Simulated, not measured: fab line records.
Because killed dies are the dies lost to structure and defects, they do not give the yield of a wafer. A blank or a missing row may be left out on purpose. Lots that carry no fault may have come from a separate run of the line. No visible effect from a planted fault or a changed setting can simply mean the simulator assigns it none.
fab line records | flow n5-finfet | part 1 of 2: steps 1 to 42 of 44
record lots=5 wafers=14 last-day=18
route steps=1938 shown BEOL_M14@1761 BEOL_M15@1773 PASSIVATION@1936
lots with no fault: from the same line, run without faults
start-h: the number of hours between the record's first day and the start of the first shown wafer of the lot | wait-h: how many hours have passed since the lot's step before this one | " identical to the entry in the row above | L1.1+2: a single row standing in for several wafers | - no value, or no start was given | * or withheld: withheld | < > ~ a bound
route shown NAME@n: a module of which the file shows steps, and the number in the route of the first | usual: mean/standard deviation taken from wafers without a fault | same: alike in all rows | chamber/n: place in a boat | sites: each site's reading | _std_site: standard deviation across them | _edge_site: the outer-site mean with the inner-site mean subtracted | radius-mm: how far each site lies from the wafer's centre | mask NAME#n: copy n | behind: tool/chamber where the wafer was last shaped | hold: reason for holding the lot/hours on hold/outcome of the hold | device: which transistor (n, p or np) failed to switch | end of line: the same wafers' tests at the end of the route | for a step that has no rows: nothing shown but its recipe | killed: the dies lost at the first sort to structure and to defects; this is not the yield of the wafer | map: dies across one wafer; x = killed, . = not, _ = none there
set.NAME: the setting that was run; set.NAME@STEP: the one run at that earlier step | model.NAME: the simulator's own value behind a step, which no gauge read
lots at some steps of the route; a table a step, a row a wafer
services: the hour from which a tool's chamber was out of use, counted from the record's first day as start-h (under 0 if before that day), plus the number of hours and why
## steps
# step N5_BEOL_M14_PRE_CLEAN_42
# recipe gas=H2/He time-s=30 temp-c=300
# usual heater-power-w=450/32
# columns lot.wafer tool chamber start-h wait-h heater-power-w
L605.2 pvd-sputter-02 - 253.97 0.0 466
L605.3 " - " " 440
L605.6 " - " " 448
L608.1 pvd-sputter-01 - 281.60 0.0 412
L608.3 " - " " 490
L608.6 " - " " 489
L620.1 pvd-sputter-03 - 345.88 0.0 498
L620.3 " - " " 450
L620.5 " - " " 469
L624.1 pvd-sputter-01 - 395.74 0.0 384
L624.6 " - " " 382
L626.1 pvd-sputter-01 - 403.87 0.0 413
L626.2 " - " " 382
L626.6 " - " " 380
# step N5_BEOL_M14_SPUTTER_43
# recipe material=TaN target-thk-a=150 temp-c=50 bias-v=168.6 power-w=15000 chamber-pressure-pa=0.12 time-s=24.19
# usual throttle-valve-pct=30.0/0.9
# columns lot.wafer tool chamber start-h wait-h throttle-valve-pct
L605.2 pvd-sputter-02 - 254.01 0.0 30.6
L605.3 " - " " 32.0
L605.6 " - " " 31.8
L608.1 pvd-sputter-01 - 281.64 0.0 28.1
L608.3 " - " " 30.8
L608.6 " - " " 31.0
L620.1 pvd-sputter-03 - 345.92 0.0 30.1
L620.3 " - " " 30.0
L620.5 " - " " 30.2
L624.1 pvd-sputter-01 - 395.78 0.0 29.9
L624.6 " - " " 30.1
L626.1 pvd-sputter-01 - 403.91 0.0 29.9
L626.2 " - " " 30.2
L626.6 " - " " 29.9
# step N5_BEOL_M14_SPUTTER_44
# recipe material=Ta target-thk-a=150 temp-c=50 bias-v=80 power-w=15000 chamber-pressure-pa=0.07 time-s=24.19
# step N5_BEOL_M14_SPUTTER_45
# recipe material=Cu target-thk-a=1000 temp-c=-20 bias-v=60 power-w=26000 chamber-pressure-pa=0.13 time-s=16.67
# step N5_BEOL_M14_ECD_47
# recipe material=Cu target-thk-a=12480
# step N5_BEOL_M14_ANNEAL_48
# recipe temp-c=225 time-s=90 ambient=N2
# step N5_BEOL_M14_CMP_49
# recipe stop-on=SiO2 t-overpolish-s=5.2 down-force-psi=2 platen-rpm=80 clearing-platen-down-force-psi=2 clearing-platen-rpm=80 post-cmp-clean=cu-alkaline target-thk-nm=560 clearing-platen-pad-velocity-m-s=1.5917 pad-velocity-m-s=1.5917
# usual barrier-field-endpoint-s=11.3/0.3 motor-current-A=8.0/0.59 overpolish-run-s=5.200/0.0091 retaining-ring-pressure-frac=0.999/0.0048 time-to-endpoint-s=121/5.2
# columns lot.wafer tool chamber start-h wait-h barrier-field-endpoint-s motor-current-A overpolish-run-s retaining-ring-pressure-frac time-to-endpoint-s
L605.2 cmp-02 1 256.69 0.2 11.0 8.1 5.194 1.005 117
L605.3 " 3 " " 11.0 8.1 5.200 1.006 118
L605.6 " 1 " " 11.1 8.1 5.193 0.996 116
L608.1 cmp-03 3 282.78 0.3 11.7 8.4 5.196 0.997 130
L608.3 " 0 " " 11.4 6.9 5.209 0.998 123
L608.6 " 3 " " 11.8 8.2 5.209 0.985 130
L620.1 cmp-03 1 346.68 0.3 11.0 7.6 5.197 0.997 114
L620.3 " 3 " " 11.4 8.7 5.200 0.999 126
L620.5 " 1 " " 11.0 7.4 5.201 0.998 113
L624.1 cmp-02 0 396.60 0.3 11.6 7.8 5.207 0.987 117
L624.6 " 1 " " 11.1 8.2 5.190 1.009 115
L626.1 cmp-04 2 404.71 0.3 11.4 7.7 5.195 1.004 119
L626.2 " 0 " " 11.0 8.5 5.195 0.997 117
L626.6 " 1 " " 11.7 7.9 5.210 1.011 127
# step N5_BEOL_M14_THK_MEAS_50
# recipe thk-meas-gauge=xrf reads=Cu_of_BEOL_M14_ECD_47
# usual M14_THK=568/15
# columns lot.wafer tool chamber start-h wait-h M14_THK[nm]
L605.2 film-metro-01 - 256.94 - 574
L605.3 " - " " 569
L605.6 " - " " 572
L608.1 film-metro-01 - 283.04 - 566
L608.3 " - " " 584
L608.6 " - " " 568
L620.1 film-metro-02 - 346.98 - 560
L620.3 " - " " 572
L620.5 " - " " 560
L624.1 film-metro-02 - 396.90 - 564
L624.6 " - " " 579
L626.1 film-metro-02 - 404.97 - 565
L626.2 " - " " 549
L626.6 " - " " 547
# step N5_BEOL_M14_PRE_CLEAN_52
# recipe gas=NH3 time-s=15 temp-c=withheld rf-power-w=300
# step N5_BEOL_M14_DEP_53
# recipe material=SiCN target-thk-a=500 temp-c=withheld precursor=3MS/NH3 pressure-torr=3 rf-w=675 time-s=17.8
# step N5_BEOL_M14_RS_MEAS_54
# recipe thk-meas-gauge=four-point-probe reads=Cu_of_BEOL_M14_ECD_47+Ta_of_BEOL_M14_SPUTTER_44+TaN_of_BEOL_M14_SPUTTER_43
# usual M14_RS=0.0328/0.00085
# columns lot.wafer tool chamber start-h wait-h M14_RS[ohm/sq]
L605.2 film-metro-02 - 257.07 0.1 0.0326
L605.3 " - " " 0.0327
L605.6 " - " " 0.0327
L608.1 film-metro-01 - 283.17 0.0 0.0334
L608.3 " - " " 0.0324
L608.6 " - " " 0.0331
L620.1 film-metro-01 - 347.10 0.0 0.0331
L620.3 " - " " 0.0326
L620.5 " - " " 0.0330
L624.1 film-metro-02 - 397.03 0.0 0.0335
L624.6 " - " " 0.0325
L626.1 film-metro-01 - 405.10 0.0 0.0327
L626.2 " - " " 0.0336
L626.6 " - " " 0.0339
# step N5_BEOL_M14_INSPECT_55
# recipe inspect-instrument=darkfield mode=post-dep
# usual raw-defect-count=73/27
# columns lot.wafer tool chamber start-h wait-h raw-defect-count
L605.2 defect-inspect-01 - 257.10 0.0 43
L605.3 " - " " 57
L605.6 " - " " 61
L608.1 defect-inspect-01 - 283.20 0.0 89
L608.3 " - " " 99
L608.6 " - " " 146
L620.1 defect-inspect-02 - 347.13 0.0 99
L620.3 " - " " 110
L620.5 " - " " 77
L624.1 defect-inspect-01 - 397.05 0.0 80
L624.6 " - " " 66
L626.1 defect-inspect-02 - 405.12 0.0 33
L626.2 " - " " 47
L626.6 " - " " 34
# step N5_BEOL_M15_ILD_DEP_00
# recipe material=SiO2 target-thk-a=16293 temp-c=400 precursor=TEOS/O2 pressure-torr=6.5 rf-w=900 teos-flow-sccm=161.4 gas=O2 flow-sccm=2650 time-s=346.1
# usual chamber-pressure-Torr=6.502/0.015 heater-power-w=546/100 run-length-s=389.0/0.48 showerhead-plenum-p-Torr=8.33/0.038 showerhead-vpp-V=1870/95 throttle-valve-pct=18.8/0.9
# columns lot.wafer tool chamber start-h wait-h chamber-pressure-Torr heater-power-w run-length-s showerhead-plenum-p-Torr showerhead-vpp-V throttle-valve-pct model.SiO2_of_BEOL_M15_ILD_DEP_00.thk-nm
L605.2 pecvd-04 2 257.13 0.0 6.511 564 389.1 8.37 1861 17.6 1613
L605.3 " 0 " " 6.492 435 388.7 8.28 2037 19.8 1617
L605.6 " 0 " " 6.490 336 388.8 8.28 2050 20.0 1641
L608.1 pecvd-03 0 283.23 0.0 6.484 511 389.2 8.31 1743 19.1 1597
L608.3 " 1 " " 6.484 540 389.2 8.35 1994 20.2 1619
L608.6 " 2 " " 6.514 556 388.9 8.32 1791 18.1 1649
L620.1 pecvd-03 2 347.18 0.0 6.496 665 560.4 8.31 1788 18.1 2380
L620.3 " 0 " " 6.504 511 389.2 8.29 1740 19.0 1623
L620.5 " 0 " " 6.508 377 389.3 8.30 1710 19.1 1623
L624.1 pecvd-04 0 397.09 0.0 6.500 448 389.2 8.26 2043 19.8 1635
L624.6 " 1 " " 6.500 635 389.2 8.37 1857 18.8 1651
L626.1 pecvd-04 2 405.16 0.0 6.489 666 388.9 8.36 1881 17.6 1610
L626.2 " 0 " " 6.506 412 389.0 8.29 2020 19.9 1647
L626.6 " 0 " " 6.490 461 388.7 8.28 2025 19.9 1641
# step N5_BEOL_M15_THK_MEAS_01
# recipe reads=SiO2_of_BEOL_M15_ILD_DEP_00
# usual M15_ILD_THK=1627/22
# columns lot.wafer tool chamber start-h wait-h M15_ILD_THK[nm]
L605.2 film-metro-02 - 257.38 0.1 1613
L605.3 " - " " 1617
L605.6 " - " " 1640
L608.1 film-metro-01 - 283.48 0.1 1597
L608.3 " - " " 1618
L608.6 " - " " 1649
L620.1 film-metro-01 - 347.53 0.2 2379
L620.3 " - " " 1623
L620.5 " - " " 1624
L624.1 film-metro-02 - 397.34 0.1 1635
L624.6 " - " " 1651
L626.1 film-metro-01 - 405.41 0.1 1610
L626.2 " - " " 1648
L626.6 " - " " 1641
# step N5_BEOL_M15_COAT_58
# recipe resist=BARC temp-c=205 time-s=60 spin-rpm=1500 resist-thk-nm=89
# step N5_BEOL_M15_COAT_04
# recipe spin-rpm=1704 resist-thk-nm=800
# step N5_BEOL_M15_EBR_06
# recipe solvent=PGMEA ebr-width-mm=1.5
# step N5_BEOL_M15_SOFTBAKE_05
# recipe temp-c=130 time-s=60
# step N5_BEOL_M15_EXPOSE_07
# recipe mask-id=V14 na=0.8 source-shape=annular sigma-inner=0.5 sigma-outer=0.8 polarization=unpolarized attpsm-phase-deg=180 dose-mj=41.25
# step N5_BEOL_M15_PEB_08
# recipe peb-temp-c=130 peb-time-s=90
# step N5_BEOL_M15_DEVELOP_09
# recipe develop-time-s=45 rinse-liquid=diw dry=air-spin dev-temp-c=21
# step N5_BEOL_M15_HARDBAKE_14
# recipe temp-c=130 time-s=120
# step N5_BEOL_M15_CD_MEAS_10
# recipe target-cd-nm=360 landing-energy-ev=500 detector=se-inlens polarity=opening
# usual cd-nm=360.4/1.7
# columns lot.wafer tool chamber start-h wait-h cd-nm
L605.2 cd-sem-02 0 257.81 - 361.1
L605.3 " 0 " " 361.1
L605.6 " 0 " " 358.2
L608.1 cd-sem-01 0 283.79 - 362.5
L608.3 " 0 " " 359.9
L608.6 " 0 " " 364.1
L620.1 cd-sem-03 0 347.84 - 360.2
L620.3 " 0 " " 360.7
L620.5 " 0 " " 360.7
L624.1 cd-sem-02 0 397.64 - 361.2
L624.6 " 0 " " 361.5
L626.1 cd-sem-01 0 405.71 - 362.9
L626.2 " 0 " " 362.0
L626.6 " 0 " " 359.7
# step N5_BEOL_M15_OVL_MEAS_11
# recipe points-per-wafer=44
# usual V14_OVL=2/5.8
# columns lot.wafer tool chamber start-h wait-h V14_OVL[nm]
L605.2 overlay-01 0 257.84 0.0 5
L605.3 " 0 " " 9
L605.6 " 0 " " 9
L608.1 overlay-02 0 283.82 0.0 11
L608.3 " 0 " " 10
L608.6 " 0 " " 12
L620.1 overlay-01 0 347.87 0.0 -6
L620.3 " 0 " " -9
L620.5 " 0 " " -2
L624.1 overlay-02 0 397.67 0.0 -7
L624.6 " 0 " " 4
L626.1 overlay-02 0 405.74 0.0 0
L626.2 " 0 " " 4
L626.6 " 0 " " 0
# step N5_BEOL_M15_INSPECT_12
# recipe mode=adi inspect-instrument=macro
# usual raw-defect-count=1.9/1.4
# columns lot.wafer tool chamber start-h wait-h raw-defect-count
L605.2 defect-inspect-01 - 257.87 0.0 3
L605.3 " - " " 0
L605.6 " - " " 3
L608.1 defect-inspect-02 - 283.84 0.0 0
L608.3 " - " " 0
L608.6 " - " " 3
L620.1 defect-inspect-02 - 347.89 0.0 1
L620.3 " - " " 0
L620.5 " - " " 1
L624.1 defect-inspect-01 - 397.70 0.0 3
L624.6 " - " " 2
L626.1 defect-inspect-02 - 405.77 0.0 2
L626.2 " - " " 2
L626.6 " - " " 4
# step N5_BEOL_M15_DESCUM_15
# recipe chemistry=O2 time-s=7.9 source-power-w=50 bias-power-w=20 pressure-mtorr=20 rf-frequency-hz=2.712e+07 temp-c=40 o2-flow-sccm=225
# usual chamber-pressure-mTorr=19.998/0.019 drypump-motor-current-A=5.6/0.43 oes-product-au=0.79/0.087 rf-vpp-V=243.2/1.5 showerhead-plenum-p-Torr=2.10/0.086 throttle-valve-pct=20.51/0.26
# columns lot.wafer tool chamber start-h wait-h chamber-pressure-mTorr drypump-motor-current-A oes-product-au rf-hours-counter-h rf-vpp-V showerhead-plenum-p-Torr throttle-valve-pct
L605.2 rie-diel-05 3 257.90 0.0 20.007 5.2 0.70 238 240.1 1.97 20.55
L605.3 " 2 " " 19.998 4.9 0.76 130 243.9 2.10 20.73
L605.6 " 1 " " 20.007 5.5 0.75 - 241.4 1.98 20.33
L608.1 rie-diel-06 1 283.88 0.0 20.010 5.0 0.86 42 245.8 2.22 19.98
L608.3 " 2 " " 19.974 5.9 0.85 36 243.8 2.13 20.10
L608.6 " 2 " " 20.011 5.9 0.85 - 242.6 2.13 20.10
L620.1 rie-diel-05 1 347.93 0.0 19.969 5.5 0.73 184 242.1 1.97 20.36
L620.3 " 3 " " 19.987 5.2 0.92 7 245.1 2.23 20.23
L620.5 " 2 " " 19.980 4.9 0.74 - 241.9 2.09 20.76
L624.1 rie-diel-05 0 397.73 0.0 19.977 5.9 0.81 98 241.0 2.04 20.52
L624.6 " 1 " " 20.023 5.4 0.72 - 240.8 1.96 20.40
L626.1 rie-diel-04 2 405.80 0.0 19.997 5.6 0.92 18 246.7 2.21 20.34
L626.2 " 0 " " 19.975 6.3 0.76 117 243.7 2.10 20.78
L626.6 " 0 " " 19.974 6.3 0.76 - 242.5 2.10 20.82
# step N5_BEOL_M15_ETCH_59
# recipe chemistry=N2/H2 target=BARC target-depth-a=890 overetch-a=267 time-s=67.9 ion-energy-ev=200 pressure-mtorr=30 source-w=840 bias-w=150 n2-flow-sccm=200 h2-flow-sccm=200
# step N5_BEOL_M15_VIA_ETCH_16
# recipe chemistry=C4F8/O2/Ar target=SiO2 he-inner-torr=15 he-outer-torr=30 target-depth-a=17922 time-s=withheld ion-energy-ev=800 pressure-mtorr=20 source-w=1905 bias-w=2040 Ar_flow_sccm=400 C4F8_flow_sccm=16 O2_flow_sccm=12 ends=cleared
# usual chamber-pressure-mTorr=19.999/0.019 drypump-motor-current-A=5.6/0.43 oes-product-au=0.71/0.077 rf-vpp-V=2218/29 showerhead-plenum-p-Torr=3.45/0.13 throttle-valve-pct=30.90/0.25
# columns lot.wafer tool chamber start-h wait-h chamber-pressure-mTorr drypump-motor-current-A oes-product-au rf-vpp-V showerhead-plenum-p-Torr throttle-valve-pct model.etch.depth-nm model.coat_of_BEOL_M15_COAT_04.thk-nm
L605.2 rie-diel-05 3 257.99 0.0 19.995 5.1 0.63 2188 3.25 30.90 1613 335.2
L605.3 " 2 " " 20.054 4.9 0.67 2181 3.43 31.02 1617 330.4
L605.6 " 1 " " 19.961 5.5 0.67 2226 3.30 30.84 1641 338.2
L608.1 rie-diel-06 1 283.96 0.0 20.025 5.0 0.78 2277 3.64 30.48 1597 346.8
L608.3 " 2 " " 20.013 5.8 0.77 2253 3.53 30.79 1619 342.2
L608.6 " 2 " " 19.986 5.8 0.77 2253 3.53 30.79 1649 331.6
L620.1 rie-diel-05 1 348.02 0.0 20.011 5.5 0.71 2220 3.28 30.98 2380 165.4
L620.3 " 3 " " 19.987 5.1 0.84 2225 3.64 30.73 1623 333.2
L620.5 " 2 " " 19.986 4.9 0.65 2179 3.41 31.04 1623 331.8
L624.1 rie-diel-05 0 397.82 0.0 19.948 5.9 0.74 2200 3.30 30.63 1635 327.2
L624.6 " 1 " " 20.011 5.5 0.65 2219 3.27 30.87 1651 337.2
L626.1 rie-diel-04 2 405.89 0.0 20.006 5.7 0.83 2267 3.63 30.86 1610 338.2
L626.2 " 0 " " 20.018 6.3 0.68 2185 3.46 31.31 1647 338.2
L626.6 " 0 " " 19.999 6.3 0.68 2184 3.46 31.30 1641 343.2
# step N5_BEOL_M15_STRIP_63
# recipe chemistry=O2 power-w=600 temp-c=60 pressure-mtorr=30 rf-frequency-hz=6e+07 bias-power-w=0 overash-fraction=0.3 o2-flow-sccm=225
# step N5_BEOL_M15_STRIP_64
# recipe chemistry=O2 power-w=600 temp-c=60 pressure-mtorr=30 rf-frequency-hz=6e+07 bias-power-w=0 overash-fraction=0.3 o2-flow-sccm=225
# step N5_BEOL_M15_STRIP_65
# recipe chemistry=post-etch-residue-remover time-s=60 temp-c=25 remover-ph=withheld remover-water-wt-pct=withheld remover-fluoride-wt-pct=withheld
# step N5_BEOL_M15_SRD_66
# recipe time-s=30 temp-c=23 rinse-liquid=diw dry=n2-spin spin-rpm=1500 dry-time-s=30
# step N5_BEOL_M15_CD_MEAS_17
# recipe target-cd-nm=360 polarity=opening
# usual cd-nm=361.3/1.8
# columns lot.wafer tool chamber start-h wait-h cd-nm
L605.2 cd-sem-03 - 258.40 0.0 361.5
L605.3 " - " " 363.1
L605.6 " - " " 357.7
L608.1 cd-sem-02 - 284.37 0.0 363.1
L608.3 " - " " 359.8
L608.6 " - " " 363.6
L620.1 cd-sem-01 - 348.43 0.0 368.4
L620.3 " - " " 362.4
L620.5 " - " " 361.3
L624.1 cd-sem-02 - 398.23 0.0 361.0
L624.6 " - " " 360.9
L626.1 cd-sem-02 - 406.30 0.0 364.5
L626.2 " - " " 363.0
L626.6 " - " " 359.7
# step N5_BEOL_M15_COAT_56
# recipe resist=SOC temp-c=250 time-s=60 spin-rpm=1500 resist-thk-nm=550
# step N5_BEOL_M15_ETCH_57
# recipe chemistry=N2/H2 target=SOC source-w=3000 bias-w=350 time-s=750 ion-energy-ev=200 pressure-mtorr=30 n2-flow-sccm=200 h2-flow-sccm=200
# usual chamber-pressure-mTorr=30.005/0.027 drypump-motor-current-A=5.7/0.43 oes-product-au=0.78/0.09 rf-vpp-V=524.1/2.8 showerhead-plenum-p-Torr=2.56/0.09 throttle-valve-pct=17.88/0.25
# columns lot.wafer tool chamber start-h wait-h chamber-pressure-mTorr drypump-motor-current-A oes-product-au rf-hours-counter-h rf-vpp-V showerhead-plenum-p-Torr throttle-valve-pct
L605.2 rie-diel-04 2 258.61 - 30.001 5.7 0.68 228 520.1 2.41 18.07
L605.3 " 3 " " 30.004 5.9 0.69 205 526.1 2.61 18.06
L605.6 " 3 " " 29.971 5.8 0.70 - 526.6 2.61 18.04
L608.1 rie-diel-05 1 284.47 - 29.974 5.5 0.74 162 521.2 2.45 18.02
L608.3 " 0 " " 29.964 5.9 0.85 62 521.5 2.48 17.71
L608.6 " 3 " " 29.959 5.2 0.70 - 519.9 2.39 17.97
L620.1 rie-diel-06 2 348.61 - 30.009 5.9 0.83 58 524.8 2.57 17.54
L620.3 " 0 " " 30.021 5.9 0.84 68 528.7 2.70 18.06
L620.5 " 1 " " 30.011 5.0 0.83 - 528.2 2.68 17.25
L624.1 rie-diel-04 1 398.44 - 30.051 6.0 0.92 25 526.4 2.60 17.40
L624.6 " 3 " " 29.969 5.9 0.66 - 525.0 2.59 18.13
L626.1 rie-diel-04 2 406.40 - 29.971 5.7 0.90 18 528.3 2.72 17.76
L626.2 " 1 " " 29.981 6.0 0.92 28 526.3 2.59 17.39
L626.6 " 1 " " 29.975 6.0 0.91 - 524.4 2.59 17.41
# step N5_BEOL_M15_COAT_60
# recipe resist=BARC temp-c=205 time-s=60 spin-rpm=1500 resist-thk-nm=89
# step N5_BEOL_M15_COAT_22
# recipe spin-rpm=1704 resist-thk-nm=800
# step N5_BEOL_M15_EBR_24
# recipe solvent=PGMEA ebr-width-mm=1.5
# step N5_BEOL_M15_SOFTBAKE_23
# recipe temp-c=130 time-s=60
# step N5_BEOL_M15_EXPOSE_25
# recipe mask-id=M15 na=0.8 source-shape=annular sigma-inner=0.5 sigma-outer=0.8 polarization=unpolarized target-cd-nm=400 dose-mj=35.5
# step N5_BEOL_M15_PEB_26
# recipe peb-temp-c=130 peb-time-s=90
# step N5_BEOL_M15_DEVELOP_27
# recipe develop-time-s=45 rinse-liquid=diw dry=air-spin dev-temp-c=21
## key
first-sign step=N5_BEOL_M15_ILD_DEP_00 reading=run-length-s direction=up sigmas=99+ usual=* struck=*
effect step=N5_BEOL_M15_THK_MEAS_01 reading=M15_ILD_THK direction=up sigmas=34 usual=1627 struck=2379
effect step=N5_BEOL_M15_CD_MEAS_17 reading=cd-nm direction=up sigmas=3.9 usual=361.3 struck=368.4
model-effect step=N5_BEOL_M15_ILD_DEP_00 value=SiO2_of_BEOL_M15_ILD_DEP_00.thk-nm without=1580 struck=2380
model-effect step=N5_BEOL_M15_VIA_ETCH_16 value=etch.depth-nm without=1580 struck=2380
model-effect step=N5_BEOL_M15_CMP_49 value=SiO2_of_BEOL_M15_ILD_DEP_00.thk-nm without=1498 struck=2298
met-at N5_BEOL_M15_ILD_DEP_00
struck-wafers L620.1
onset-between 283.23 347.18
fault kind=process-parameter-drift tool=pecvd-03 chamber=2 onset-h=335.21 steps=N5_BEOL_M15_ILD_DEP_00 channel=time-s offset=* shape=step end-h=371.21 acts-in=* stated=*
